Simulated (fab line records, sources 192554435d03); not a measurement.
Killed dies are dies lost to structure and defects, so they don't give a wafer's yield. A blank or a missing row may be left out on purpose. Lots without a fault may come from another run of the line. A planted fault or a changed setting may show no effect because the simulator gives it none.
fab line records | flow n5_finfet
record lots=21 wafers=63 last_day=18
route steps=1938 shown BEOL_M6@1232 BEOL_M7@1266
lots that met no fault: from a run of the same line without faults
start_h: hours from the record's first day to the start of the lot's first wafer shown | wait_h: hours since the lot's step before | " the same as in the row above | L1.1+2: a row that stands for several wafers | - no value, or no start given | * or withheld: withheld | < > ~ a bound
route shown NAME@n: a module of which the file shows steps, and the number in the route of the first | usual: mean/standard deviation of fault-free wafers | same: alike in all rows | chamber/n: place in a boat | sites: the reading at each site | _std_site: their standard deviation | _edge_site: outer sites' mean less inner sites' | radius_mm: how far each site lies from the wafer's centre | mask NAME#n: copy n | behind: the tool/chamber that last shaped the wafer | hold: why the lot was held/for how many hours/how that ended | device: the transistor (n, p or np) that didn't switch | end of line: the same wafers' tests at the end of the route | a step without rows: its recipe alone | killed: dies lost to structure and defects at the first sort, not the wafer's yield | map: a wafer's dies, x killed, . not, _ none there
set.NAME: the setting as run; set.NAME@STEP: as run at that earlier step | model.NAME: the simulator's own value behind a step, which no gauge read
steps of the route over a sample of lots; a table a step, a row a wafer
services: from which hour (start_h, from the record's first day; less than 0 if before it) a tool's chamber was out of use, for how many hours, and why
## steps
# step N5_BEOL_M6_ETCH_65
# recipe chemistry=CF4 target=SiARC target_depth_a=156 mask_material=CAR-EUV time_s=26 ion_energy_ev=80 pressure_mtorr=40 source_w=545 bias_w=36 Ar_flow_sccm=100 cf4_flow_sccm=100 ends=cleared
# usual drypump_motor_current_A=5.9/0.35 etch_rf_on_time_s=26.1/0.48 oes_product_au=0.70/0.065 rf_fwd_power_W=531.7/1.6 rf_vpp_V=184.4/0.99 showerhead_plenum_p_Torr=2.16/0.056 throttle_valve_pct=15.56/0.28
# columns lot.wafer tool chamber start_h wait_h drypump_motor_current_A etch_rf_on_time_s oes_product_au rf_fwd_power_W rf_hours_counter_h rf_vpp_V showerhead_plenum_p_Torr throttle_valve_pct
L074.2 rie_diel-02 1 185.32 0.0 5.5 26.2 0.62 535.8 210 184.8 2.22 16.06
L074.3 " 0 " " 6.0 26.0 0.73 531.7 63 183.8 2.16 15.32
L074.5 " 1 " " 5.5 26.4 0.61 533.3 - 184.7 2.22 16.09
L075.2 rie_diel-06 3 202.76 0.0 5.4 26.4 0.58 530.3 213 183.3 2.12 15.96
L075.4 " 2 " " 5.7 25.7 0.74 532.7 50 184.6 2.09 15.45
L075.6 " 1 " " 6.5 26.2 0.76 533.3 - 186.2 2.18 15.66
L077.1 rie_diel-02 1 205.20 0.0 5.5 26.4 0.60 532.5 216 185.1 2.21 16.08
L077.2 " 2 " " 6.2 26.1 0.73 531.3 53 186.2 2.16 15.14
L077.3 " 0 " " 6.0 26.2 0.71 532.3 69 184.7 2.16 15.35
L076.3 rie_diel-06 3 207.06 0.0 5.4 26.9 0.58 533.0 214 183.9 2.12 15.98
L076.4 " 1 " " 6.5 26.3 0.75 533.3 27 183.5 2.18 15.66
L076.6 " 2 " " 5.7 26.0 0.74 529.6 - 183.2 2.09 15.47
L078.1 rie_diel-01 2 208.82 0.0 5.9 26.8 0.59 531.0 240 185.9 2.19 15.79
L078.2 " 1 " " 6.1 26.8 0.80 535.0 5 184.5 2.10 15.30
L078.5 " 2 " " 5.9 26.8 0.59 529.6 - 185.0 2.19 15.78
L079.1 rie_diel-06 1 219.58 0.0 6.5 26.5 0.75 531.1 31 183.2 2.17 15.67
L079.3 " 3 " " 5.4 26.6 0.57 532.2 220 183.8 2.12 15.99
L079.5 " 1 " " 6.5 26.4 0.76 531.3 - 184.7 2.18 15.68
L081.2 rie_diel-01 3 232.53 0.0 5.3 25.1 0.74 530.2 46 186.2 2.27 15.72
L081.3 " 2 " " 5.9 26.9 0.59 530.5 245 185.3 2.19 15.79
L081.4 " 0 " " 6.0 25.4 0.72 529.8 68 183.3 2.25 15.48
L082.3 rie_diel-02 0 232.85 0.0 6.0 26.3 0.70 530.6 78 184.2 2.16 15.38
L082.4 " 1 " " 5.5 26.5 0.60 533.3 226 185.5 2.21 16.11
L082.6 " 1 " " 5.5 26.4 0.60 533.7 - 184.9 2.21 16.10
L084.2 rie_diel-06 1 243.38 0.0 6.5 25.9 0.75 533.0 38 183.6 2.17 15.71
L084.3 " 3 " " 5.4 26.3 0.57 529.3 228 183.4 2.12 16.02
L084.6 " 0 " " 6.1 25.0 0.74 528.9 - 182.7 2.09 15.69
L083.1 rie_diel-06 3 250.30 0.0 5.4 26.7 0.57 534.6 231 183.4 2.12 16.00
L083.4 " 2 " " 5.7 26.0 0.72 532.5 67 184.3 2.09 15.47
L083.5 " 1 " " 6.5 26.1 0.74 530.1 - 183.7 2.17 15.70
L088.1 rie_diel-02 1 277.54 0.0 5.5 26.8 0.59 530.1 242 185.5 2.21 16.15
L088.5 " 0 " " 6.0 26.1 0.69 528.8 - 183.9 2.15 15.40
L088.6 " 1 " " 5.5 26.7 0.59 532.5 - 184.0 2.21 16.14
L086.2 rie_diel-01 3 277.70 0.0 5.3 25.3 0.72 531.3 62 184.5 2.27 15.76
L086.3 " 1 " " 6.1 26.4 0.75 532.4 32 184.0 2.09 15.36
L086.6 " 0 " " 6.0 25.6 0.69 535.0 - 184.4 2.25 15.52
L087.1 rie_diel-02 0 278.04 0.0 6.0 26.1 0.69 530.5 93 184.4 2.15 15.39
L087.2 " 3 " " 5.5 26.1 0.71 530.7 54 183.7 2.18 15.21
L087.5 " 0 " " 6.0 25.9 0.69 533.7 - 185.5 2.15 15.39
L089.1 rie_diel-01 3 283.76 0.0 5.3 25.6 0.71 532.1 64 186.0 2.27 15.77
L089.2 " 1 " " 6.1 26.7 0.75 531.5 34 183.6 2.09 15.35
L089.6 " 0 " " 6.0 25.6 0.70 531.2 - 183.8 2.25 15.53
L092.2 rie_diel-02 0 288.75 0.0 6.0 26.0 0.69 533.5 96 184.6 2.15 15.41
L092.3 " 2 " " 6.2 25.8 0.71 529.6 82 184.8 2.15 15.20
L092.6 " 3 " " 5.5 26.6 0.71 531.4 - 184.4 2.18 15.21
L090.1 rie_diel-06 1 288.85 0.0 6.5 26.4 0.72 529.2 54 183.2 2.17 15.73
L090.4 " 0 " " 6.2 25.2 0.73 530.3 64 185.1 2.09 15.71
L090.5 " 2 " " 5.7 25.4 0.72 531.8 - 183.3 2.08 15.51
L091.1 rie_diel-01 0 295.02 0.0 6.0 25.7 0.69 532.0 91 186.0 2.24 15.52
L091.4 " 2 " " 5.9 26.1 0.83 529.5 6 185.2 2.18 15.31
L091.5 " 1 " " 6.1 26.8 0.74 530.9 - 182.4 2.08 15.36
L093.2 rie_diel-01 2 306.85 0.0 5.9 25.8 0.82 534.6 12 183.2 2.18 15.33
L093.5 " 3 " " 5.3 25.4 0.70 532.9 - 184.2 2.26 15.78
L093.6 " 0 " " 6.0 25.5 0.69 532.6 - 186.0 2.24 15.54
L094.2 rie_diel-01 0 324.69 0.0 6.0 25.5 0.68 532.6 104 185.7 2.24 15.56
L094.3 " 1 " " 6.1 26.9 0.73 530.8 51 183.2 2.08 15.38
L094.4 " 3 " " 5.3 24.9 0.70 533.4 81 185.4 2.26 15.79
L096.3 rie_diel-01 2 326.08 0.0 5.9 25.8 0.80 530.4 17 184.5 2.18 15.34
L096.4 " 1 " " 6.1 26.6 0.73 530.7 52 182.6 2.08 15.38
L096.5 " 0 " " 6.0 25.4 0.68 530.2 - 185.1 2.24 15.54
L097.2 rie_diel-02 3 328.42 0.0 5.5 26.3 0.69 532.7 72 184.4 2.17 15.24
L097.4 " 0 " " 6.0 26.4 0.67 531.3 111 185.1 2.14 15.44
L097.5 " 2 " " 6.2 26.0 0.70 532.1 - 183.7 2.14 15.25
# step N5_BEOL_M6_ETCH_41
# recipe chemistry=CH3F/O2 target=SiCN target_depth_a=297 taper_deg=2 time_s=52 ion_energy_ev=120 mask_material=TiN pressure_mtorr=30 source_w=395 bias_w=75 Ar_flow_sccm=150 CH3F_flow_sccm=30 O2_flow_sccm=20
# usual drypump_motor_current_A=5.9/0.35 oes_product_au=0.82/0.077 rf_fwd_power_W=390.9/1.8 rf_vpp_V=297.8/1.4 showerhead_plenum_p_Torr=2.02/0.053 throttle_valve_pct=16.28/0.26
# columns lot.wafer tool chamber start_h wait_h drypump_motor_current_A oes_product_au rf_fwd_power_W rf_hours_counter_h rf_vpp_V showerhead_plenum_p_Torr throttle_valve_pct
L074.2 rie_diel-02 1 - - 5.6 0.72 388.7 210 297.6 2.07 16.78
L074.3 " 0 " " 6.0 0.84 392.1 63 297.6 2.03 16.09
L074.5 " 1 " " 5.5 0.72 388.4 - 298.8 2.07 16.74
L075.2 rie_diel-06 3 - - 5.4 0.68 391.7 213 298.1 1.98 16.64
L075.4 " 2 " " 5.7 0.85 391.8 50 294.0 1.95 16.16
L075.6 " 1 " " 6.5 0.90 391.6 - 299.0 2.04 16.39
L077.1 rie_diel-02 1 - - 5.5 0.71 390.3 217 297.4 2.07 16.78
L077.2 " 2 " " 6.2 0.87 392.2 53 299.4 2.02 15.89
L077.3 " 0 " " 6.0 0.83 390.8 69 298.5 2.02 16.10
L076.3 rie_diel-06 3 - - 5.4 0.67 389.9 215 296.5 1.97 16.67
L076.4 " 1 " " 6.5 0.90 391.2 27 297.9 2.04 16.41
L076.6 " 2 " " 5.7 0.86 391.1 - 297.4 1.95 16.16
L078.1 rie_diel-01 2 - - 5.9 0.69 392.8 240 299.0 2.06 16.55
L078.2 " 1 " " 6.1 0.95 388.9 5 297.1 1.96 16.04
L078.5 " 2 " " 5.9 0.69 391.5 - 299.5 2.06 16.54
L079.1 rie_diel-06 1 - - 6.5 0.88 391.0 31 299.0 2.03 16.40
L079.3 " 3 " " 5.4 0.67 389.9 220 296.2 1.97 16.65
L079.5 " 1 " " 6.5 0.88 392.0 - 298.9 2.03 16.40
L081.2 rie_diel-01 3 - - 5.3 0.86 394.7 46 300.9 2.12 16.42
L081.3 " 2 " " 5.9 0.69 389.5 245 298.2 2.06 16.56
L081.4 " 0 " " 6.0 0.84 390.8 68 299.6 2.10 16.14
L082.3 rie_diel-02 0 - - 6.0 0.83 392.1 78 297.3 2.02 16.13
L082.4 " 1 " " 5.5 0.71 389.3 226 298.9 2.07 16.78
L082.6 " 1 " " 5.5 0.71 389.6 - 298.3 2.07 16.79
L084.2 rie_diel-06 1 - - 6.5 0.88 392.0 39 298.0 2.03 16.42
L084.3 " 3 " " 5.4 0.67 391.2 228 296.8 1.97 16.68
L084.6 " 0 " " 6.2 0.87 389.6 - 295.8 1.95 16.40
L083.1 rie_diel-06 3 - - 5.4 0.67 391.0 231 297.0 1.97 16.68
L083.4 " 2 " " 5.7 0.85 393.5 67 297.0 1.95 16.18
L083.5 " 1 " " 6.5 0.87 391.8 - 298.9 2.03 16.43
L088.1 rie_diel-02 1 - - 5.5 0.69 391.9 242 297.1 2.06 16.83
L088.5 " 0 " " 6.0 0.81 393.6 - 296.8 2.02 16.15
L088.6 " 1 " " 5.5 0.69 390.4 - 296.5 2.06 16.83
L086.2 rie_diel-01 3 - - 5.3 0.83 392.8 62 298.4 2.12 16.46
L086.3 " 1 " " 6.0 0.88 388.6 32 295.4 1.95 16.10
L086.6 " 0 " " 6.0 0.81 390.0 - 299.2 2.09 16.17
L087.1 rie_diel-02 0 - - 6.0 0.82 391.6 93 297.6 2.02 16.13
L087.2 " 3 " " 5.5 0.83 391.6 54 295.9 2.04 15.95
L087.5 " 0 " " 6.0 0.81 391.3 - 296.5 2.02 16.15
L089.1 rie_diel-01 3 - - 5.3 0.83 394.7 64 299.5 2.12 16.47
L089.2 " 1 " " 6.1 0.88 387.8 34 296.9 1.95 16.12
L089.6 " 0 " " 6.0 0.80 390.2 - 300.5 2.09 16.17
L092.2 rie_diel-02 0 - - 6.0 0.80 391.3 96 295.3 2.02 16.16
L092.3 " 2 " " 6.2 0.85 391.4 82 295.9 2.01 15.95
L092.6 " 3 " " 5.5 0.83 390.3 - 297.2 2.04 15.95
L090.1 rie_diel-06 1 - - 6.5 0.85 392.2 54 298.9 2.03 16.44
L090.4 " 0 " " 6.2 0.86 390.6 64 296.7 1.94 16.43
L090.5 " 2 " " 5.7 0.83 392.1 - 296.7 1.94 16.22
L091.1 rie_diel-01 0 - - 6.0 0.82 392.1 91 298.5 2.09 16.17
L091.4 " 2 " " 5.9 0.97 390.9 6 299.4 2.05 16.11
L091.5 " 1 " " 6.1 0.87 386.4 - 297.1 1.95 16.09
L093.2 rie_diel-01 2 - - 5.9 0.97 391.1 12 298.6 2.05 16.12
L093.5 " 3 " " 5.3 0.83 391.0 - 299.1 2.12 16.47
L093.6 " 0 " " 6.0 0.80 391.1 - 299.0 2.09 16.19
L094.2 rie_diel-01 0 - - 6.0 0.79 391.3 104 297.4 2.09 16.20
L094.3 " 1 " " 6.1 0.85 387.6 51 297.3 1.95 16.14
L094.4 " 3 " " 5.3 0.82 393.9 81 299.3 2.11 16.50
L096.3 rie_diel-01 2 - - 5.9 0.93 390.4 17 298.4 2.05 16.14
L096.4 " 1 " " 6.0 0.84 386.3 52 297.1 1.95 16.15
L096.5 " 0 " " 6.0 0.78 391.4 - 297.3 2.09 16.20
L097.2 rie_diel-02 3 - - 5.5 0.80 392.2 72 297.7 2.03 15.98
L097.4 " 0 " " 6.0 0.78 388.9 111 295.3 2.01 16.19
L097.5 " 2 " " 6.2 0.81 391.3 - 296.8 2.00 15.97
# step N5_BEOL_M6_PRE_CLEAN_45
# recipe gas=H2/He time_s=30 temp_c=250
# usual heater_power_w=320/27 susceptor_temp_C=249.99/0.19
# columns lot.wafer tool chamber start_h wait_h heater_power_w susceptor_temp_C
L074.2 pvd_sputter-02 - 186.57 0.0 334 250.21
L074.3 " - " " 332 250.00
L074.5 " - " " 279 249.90
L075.2 pvd_sputter-02 - 203.79 0.0 336 250.13
L075.4 " - " " 315 249.69
L075.6 " - " " 337 249.95
L077.1 pvd_sputter-02 - 207.21 0.0 279 249.98
L077.2 " - " " 330 249.91
L077.3 " - " " 337 250.17
L076.3 pvd_sputter-02 - 208.45 0.0 340 249.82
L076.4 " - " " 278 250.18
L076.6 " - " " 280 249.76
L078.1 pvd_sputter-01 - 209.75 0.0 339 249.95
L078.2 " - " " 344 250.28
L078.5 " - " " 352 250.23
L079.1 pvd_sputter-01 - 221.05 0.0 343 249.84
L079.3 " - " " 349 249.87
L079.5 " - " " 348 249.80
L081.2 pvd_sputter-03 - 233.94 0.0 277 249.91
L081.3 " - " " 300 249.91
L081.4 " - " " 297 250.34
L082.3 pvd_sputter-03 - 234.14 0.0 298 250.03
L082.4 " - " " 277 250.02
L082.6 " - " " 308 250.25
L084.2 pvd_sputter-03 - 244.44 0.0 298 249.94
L084.3 " - " " 272 250.19
L084.6 " - " " 276 250.09
L083.1 pvd_sputter-01 - 251.23 0.0 343 250.01
L083.4 " - " " 348 250.18
L083.5 " - " " 350 249.87
L088.1 pvd_sputter-03 - 278.74 0.0 298 250.13
L088.5 " - " " 294 250.01
L088.6 " - " " 296 249.84
L086.2 pvd_sputter-02 - 279.13 0.0 311 249.78
L086.3 " - " " 337 250.21
L086.6 " - " " 333 250.29
L087.1 pvd_sputter-03 - 279.36 0.0 304 249.86
L087.2 " - " " 313 250.10
L087.5 " - " " 307 250.30
L089.1 pvd_sputter-01 - 286.60 0.0 356 249.89
L089.2 " - " " 349 250.05
L089.6 " - " " 342 249.52
L090.1 pvd_sputter-03 - 289.87 0.0 303 249.75
L090.4 " - " " 277 250.15
L090.5 " - " " 304 250.03
L092.2 pvd_sputter-01 - 291.70 0.0 344 249.99
L092.3 " - " " 346 250.00
L092.6 " - " " 352 249.62
L091.1 pvd_sputter-03 - 296.05 0.0 298 250.09
L091.4 " - " " 277 249.80
L091.5 " - " " 299 250.02
L093.2 pvd_sputter-01 - 307.86 0.0 346 249.91
L093.5 " - " " 347 249.84
L093.6 " - " " 356 250.03
L094.2 pvd_sputter-02 - 325.92 0.0 277 249.95
L094.3 " - " " 308 250.02
L094.4 " - " " 335 249.99
L096.3 pvd_sputter-03 - 327.04 0.0 277 249.94
L096.4 " - " " 282 250.11
L096.5 " - " " 299 249.87
L097.2 pvd_sputter-01 - 329.47 0.0 361 249.93
L097.4 " - " " 346 249.81
L097.5 " - " " 348 250.10
# step N5_BEOL_M6_ALD_77
# recipe material=TaN target_thk_a=20 temp_c=275 ald_precursor_family=PDMAT ald_co_reactant=NH3 pressure_torr=3 carrier_flow_sccm=1500 pulse_time_s=2 purge_time_s=3 co_reactant_purge_time_s=2 co_reactant_pulse_time_s=3 ald_cycles=40 precursor_vessel_temp_c=75 precursor_vessel_pressure_torr=26.25 precursor_vessel_carrier_sccm=1000
# usual heater_power_w=414/52 susceptor_temp_C=274.98/0.17
# same co_reactant_pulse_time_s=3 purge_time_s=3
# columns lot.wafer tool chamber start_h wait_h heater_power_w susceptor_temp_C
L074.2 ald_metal-03 2 186.65 0.1 440 275.02
L074.3 " 0 " " 447 274.87
L074.5 " 1 " " 379 274.92
L075.2 ald_metal-03 1 203.86 0.0 390 274.87
L075.4 " 3 " " 370 274.93
L075.6 " 3 " " 382 275.03
L077.1 ald_metal-01 3 207.27 0.0 433 274.86
L077.2 " 0 " " 497 274.94
L077.3 " 1 " " 395 274.95
L076.3 ald_metal-01 2 208.70 0.2 330 274.94
L076.4 " 3 " " 434 275.22
L076.6 " 3 " " 434 275.43
L078.1 ald_metal-03 3 209.82 0.0 372 275.09
L078.2 " 2 " " 448 274.89
L078.5 " 0 " " 453 275.14
L079.1 ald_metal-02 1 221.11 0.0 446 274.64
L079.3 " 3 " " 332 274.88
L079.5 " 1 " " 450 275.12
L081.2 ald_metal-02 3 234.02 0.1 347 275.21
L081.3 " 2 " " 421 274.90
L081.4 " 1 " " 468 275.10
L082.3 ald_metal-03 0 234.32 0.2 441 274.82
L082.4 " 1 " " 392 275.15
L082.6 " 3 " " 378 274.87
L084.2 ald_metal-02 3 244.50 0.0 342 274.92
L084.3 " 1 " " 436 274.97
L084.6 " 2 " " 406 275.24
L083.1 ald_metal-03 2 251.38 0.1 440 275.08
L083.4 " 1 " " 389 274.97
L083.5 " 3 " " 376 274.99
L088.1 ald_metal-01 3 278.84 0.1 439 275.00
L088.5 " 3 " " 440 275.26
L088.6 " 0 " " 505 274.78
L086.2 ald_metal-02 3 279.19 0.0 339 274.94
L086.3 " 1 " " 451 274.97
L086.6 " 0 " " 450 274.70
L087.1 ald_metal-01 0 279.42 0.0 505 275.12
L087.2 " 1 " " 394 275.18
L087.5 " 0 " " 514 274.88
L089.1 ald_metal-01 2 286.66 0.0 338 275.12
L089.2 " 1 " " 384 274.94
L089.6 " 3 " " 433 274.99
L090.1 ald_metal-01 0 290.04 0.2 507 275.05
L090.4 " 2 " " 328 274.90
L090.5 " 3 " " 442 275.16
L092.2 ald_metal-02 2 291.76 0.0 420 275.01
L092.3 " 3 " " 335 274.98
L092.6 " 3 " " 346 275.18
L091.1 ald_metal-02 1 296.11 0.0 440 275.07
L091.4 " 0 " " 471 274.60
L091.5 " 0 " " 465 274.83
L093.2 ald_metal-02 2 307.92 0.0 421 274.78
L093.5 " 0 " " 449 274.73
L093.6 " 1 " " 442 274.99
L094.2 ald_metal-01 1 325.98 0.0 399 274.89
L094.3 " 0 " " 511 275.05
L094.4 " 2 " " 328 275.03
L096.3 ald_metal-01 0 327.10 0.0 513 275.14
L096.4 " 3 " " 430 275.02
L096.5 " 1 " " 393 275.11
L097.2 ald_metal-03 0 329.54 0.1 443 275.01
L097.4 " 2 " " 438 274.79
L097.5 " 2 " " 449 274.90
# step N5_BEOL_M6_SPUTTER_48
# recipe material=Cu target_thk_a=100 temp_c=-20 bias_v=60 power_w=26000 chamber_pressure_pa=0.13 time_s=1.667
# usual chuck_sensor_temp_C=-15.9/0.61 susceptor_temp_C=-20.00/0.084 throttle_valve_pct=30.1/1
# columns lot.wafer tool chamber start_h wait_h chuck_sensor_temp_C susceptor_temp_C throttle_valve_pct
L074.2 pvd_sputter-03 - 187.12 0.1 -15.9 -19.85 30.5
L074.3 " - " " -16.8 -20.12 30.4
L074.5 " - " " -15.3 -20.06 29.4
L075.2 pvd_sputter-03 - 204.56 0.3 -16.0 -20.02 29.2
L075.4 " - " " -15.3 -19.86 29.2
L075.6 " - " " -15.3 -19.92 29.2
L077.1 pvd_sputter-03 - 208.31 0.1 -16.0 -20.03 30.4
L077.2 " - " " -16.8 -20.14 30.5
L077.3 " - " " -15.9 -20.02 29.1
L076.3 pvd_sputter-01 - 209.63 0.1 -14.9 -20.06 32.4
L076.4 " - " " -15.9 -20.10 30.3
L076.6 " - " " -16.9 -19.94 30.8
L078.1 pvd_sputter-03 - 210.40 0.1 -16.6 -19.98 30.3
L078.2 " - " " -15.4 -20.03 29.5
L078.5 " - " " -15.9 -19.96 30.5
L079.1 pvd_sputter-01 - 221.70 0.1 -16.7 -20.04 30.9
L079.3 " - " " -16.0 -20.12 30.1
L079.5 " - " " -14.7 -20.04 32.2
L081.2 pvd_sputter-03 - 234.72 0.2 -15.5 -19.83 29.5
L081.3 " - " " -16.2 -20.06 29.2
L081.4 " - " " -16.6 -20.06 30.6
L082.3 pvd_sputter-03 - 236.68 1.5 -16.0 -20.06 29.1
L082.4 " - " " -16.1 -19.98 30.4
L082.6 " - " " -16.6 -20.17 30.5
L084.2 pvd_sputter-03 - 245.03 0.1 -15.5 -20.12 29.3
L084.3 " - " " -16.1 -19.88 29.1
L084.6 " - " " -15.4 -20.06 29.5
L083.1 pvd_sputter-01 - 253.53 1.5 -16.7 -20.09 30.9
L083.4 " - " " -16.1 -19.87 29.3
L083.5 " - " " -16.7 -19.92 31.0
L088.1 pvd_sputter-01 - 279.54 0.1 -15.8 -19.96 29.0
L088.5 " - " " -15.9 -20.00 30.1
L088.6 " - " " -14.7 -19.91 32.1
L086.2 pvd_sputter-01 - 281.50 1.7 -14.6 -20.07 32.3
L086.3 " - " " -15.9 -19.99 30.1
L086.6 " - " " -15.9 -19.92 29.2
L087.1 pvd_sputter-01 - 281.68 0.1 -16.1 -19.88 30.0
L087.2 " - " " -14.7 -20.10 32.3
L087.5 " - " " -14.8 -20.08 32.3
L089.1 pvd_sputter-01 - 287.28 0.2 -14.8 -20.07 32.2
L089.2 " - " " -16.8 -20.05 30.9
L089.6 " - " " -16.0 -20.03 29.1
L090.1 pvd_sputter-01 - 291.90 0.1 -14.8 -20.10 32.3
L090.4 " - " " -16.9 -19.89 30.9
L090.5 " - " " -14.7 -20.07 32.2
L092.2 pvd_sputter-01 - 292.28 0.1 -16.7 -19.98 30.9
L092.3 " - " " -15.8 -20.02 28.8
L092.6 " - " " -15.9 -19.91 30.0
L091.1 pvd_sputter-03 - 298.35 1.5 -15.6 -20.02 29.3
L091.4 " - " " -15.9 -20.02 30.2
L091.5 " - " " -15.4 -20.14 29.2
L093.2 pvd_sputter-03 - 309.98 1.5 -16.0 -20.07 30.2
L093.5 " - " " -16.1 -20.00 30.2
L093.6 " - " " -16.7 -19.97 30.8
L094.2 pvd_sputter-02 - 326.60 0.1 -15.8 -19.94 29.5
L094.3 " - " " -15.4 -19.90 29.4
L094.4 " - " " -15.5 -20.13 29.2
L096.3 pvd_sputter-01 - 329.11 0.1 -16.1 -19.96 29.1
L096.4 " - " " -16.8 -20.04 31.0
L096.5 " - " " -14.8 -19.87 32.3
L097.2 pvd_sputter-03 - 330.24 0.2 -15.5 -19.94 29.2
L097.4 " - " " -15.4 -19.85 29.1
L097.5 " - " " -16.5 -20.07 30.6
# step N5_BEOL_M7_PECVD_70
# recipe material=SiO2 target_thk_a=200 temp_c=400 precursor=TEOS/O2 pressure_torr=5.5 rf_w=450 teos_flow_sccm=53.8 gas=O2 flow_sccm=3000 time_s=22.7
# usual heater_power_w=749/120 rf_fwd_power_W=445.1/1.9 showerhead_plenum_p_Torr=8.769/0.029 susceptor_temp_C=400.00/0.23 throttle_valve_pct=22.1/1.1
# columns lot.wafer tool chamber start_h wait_h heater_power_w rf_fwd_power_W showerhead_plenum_p_Torr susceptor_temp_C throttle_valve_pct
L074.2 pecvd-02 1 189.32 0.0 651 445.7 8.769 399.75 23.4
L074.3 " 0 " " 675 446.9 8.771 399.90 21.9
L074.5 " 2 " " 706 445.9 8.811 400.62 20.7
L075.2 pecvd-03 0 206.71 0.0 671 447.3 8.721 399.81 23.5
L075.4 " 0 " " 697 449.5 8.708 399.76 23.5
L075.6 " 1 " " 989 440.3 8.774 400.21 21.9
L077.1 pecvd-03 0 209.93 0.0 796 445.4 8.699 400.16 23.4
L077.2 " 2 " " 852 445.8 8.790 400.22 20.6
L077.3 " 1 " " 986 443.4 8.779 399.86 21.8
L076.3 pecvd-02 0 211.39 0.0 714 444.6 8.785 400.21 22.1
L076.4 " 0 " " 706 444.9 8.775 400.43 22.1
L076.6 " 2 " " 691 445.7 8.775 399.62 20.8
L078.1 pecvd-02 1 212.02 0.0 561 446.2 8.786 400.04 23.3
L078.2 " 2 " " 652 446.5 8.818 399.87 20.6
L078.5 " 2 " " 663 447.8 8.787 399.69 20.7
L079.1 pecvd-03 2 223.66 0.0 841 443.2 8.769 399.91 20.8
L079.3 " 1 " " 812 442.9 8.800 399.98 21.8
L079.5 " 1 " " 846 442.7 8.775 399.90 22.2
L081.2 pecvd-02 1 236.52 0.0 670 442.5 8.782 399.92 23.3
L081.3 " 0 " " 708 445.6 8.773 399.96 22.3
L081.4 " 2 " " 659 446.2 8.790 400.15 20.4
L082.3 pecvd-03 2 238.48 0.0 817 444.2 8.763 400.29 21.1
L082.4 " 1 " " 913 440.9 8.776 400.40 21.9
L082.6 " 0 " " 660 445.4 8.708 400.00 23.5
L084.2 pecvd-02 0 246.83 0.0 691 444.0 8.760 400.03 22.2
L084.3 " 2 " " 659 445.6 8.797 399.77 20.7
L084.6 " 0 " " 668 446.0 8.778 399.68 22.1
L083.1 pecvd-01 0 255.17 0.0 801 446.7 8.803 399.94 23.1
L083.4 " 2 " " 967 444.6 8.754 399.83 21.0
L083.5 " 0 " " 792 446.5 8.807 399.93 22.9
L088.1 pecvd-02 2 281.29 0.0 648 447.7 8.823 399.68 20.8
L088.5 " 1 " " 636 446.3 8.779 400.07 23.4
L088.6 " 2 " " 646 447.7 8.791 399.82 21.1
L086.2 pecvd-03 2 283.11 0.0 864 442.6 8.784 399.95 21.0
L086.3 " 1 " " 906 442.5 8.776 399.99 22.2
L086.6 " 2 " " 874 444.1 8.775 399.71 20.7
L087.1 pecvd-02 0 283.29 0.0 686 446.6 8.754 400.11 22.3
L087.2 " 1 " " 614 443.9 8.778 399.84 23.6
L087.5 " 1 " " 622 443.7 8.753 400.24 23.4
L089.1 pecvd-02 1 288.92 0.0 658 445.8 8.760 400.07 23.9
L089.2 " 0 " " 688 445.2 8.766 400.28 22.4
L089.6 " 1 " " 666 443.7 8.784 400.17 23.3
L090.1 pecvd-03 1 293.85 0.0 933 440.7 8.775 399.97 21.9
L090.4 " 1 " " 942 441.8 8.769 399.62 22.1
L090.5 " 2 " " 748 444.9 8.786 400.20 20.8
L092.2 pecvd-02 1 294.20 0.0 562 444.7 8.760 400.41 23.5
L092.3 " 2 " " 613 446.4 8.776 400.48 20.8
L092.6 " 2 " " 621 447.5 8.773 400.56 20.8
L091.1 pecvd-01 0 300.20 0.0 757 445.0 8.810 399.71 22.9
L091.4 " 0 " " 738 447.0 8.805 400.01 22.9
L091.5 " 2 " " 911 446.9 8.752 400.32 21.1
L093.2 pecvd-03 1 311.79 0.0 995 442.2 8.767 400.34 22.1
L093.5 " 2 " " 803 445.4 8.785 400.53 21.1
L093.6 " 1 " " 1010 445.3 8.787 399.90 21.9
L094.2 pecvd-03 1 329.29 0.0 1002 440.6 8.788 399.65 22.0
L094.3 " 0 " " 628 445.4 8.744 400.15 23.4
L094.4 " 0 " " 645 446.7 8.736 400.07 23.4
L096.3 pecvd-02 2 330.73 0.0 705 445.8 8.811 399.90 21.0
L096.4 " 2 " " 710 444.7 8.803 400.03 20.4
L096.5 " 0 " " 585 445.2 8.764 399.91 22.1
L097.2 pecvd-02 2 331.87 0.0 700 446.8 8.793 399.94 20.7
L097.4 " 0 " " 618 446.0 8.744 399.86 22.3
L097.5 " 1 " " 644 444.4 8.768 400.29 23.7
## services
# columns tool chamber start_h hours kind
ald_metal-03 3 166.00 7.6 repair
rie_diel-02 2 171.75 5.4 repair
rie_diel-01 1 172.90 - clean
rie_diel-01 1 172.90 - consumable_replace:focus_ring
rie_diel-01 1 172.90 20.6 scheduled_down
rie_diel-01 1 172.90 20.6 vent_cycle
pecvd-01 2 187.26 6.8 repair
rie_diel-01 - 189.34 0.3 repair
ald_metal-03 - 193.09 2.8 pm
pecvd-03 - 195.49 2.4 repair
ald_metal-01 - 199.96 0.9 repair
rie_diel-01 2 218.92 9.9 repair
rie_diel-02 0 219.88 3.8 repair
ald_metal-02 0 242.32 4.1 repair
rie_diel-01 2 254.45 7.3 repair
rie_diel-01 2 261.77 - clean
rie_diel-01 2 261.77 - consumable_replace:focus_ring
rie_diel-01 2 261.77 11.2 scheduled_down
rie_diel-01 2 261.77 11.2 vent_cycle
pecvd-01 - 266.59 2.8 pm
rie_diel-02 1 302.20 - clean
rie_diel-02 1 302.20 - consumable_replace:focus_ring
rie_diel-02 1 302.20 17.0 scheduled_down
rie_diel-01 2 315.73 7.1 repair
## key
fault none
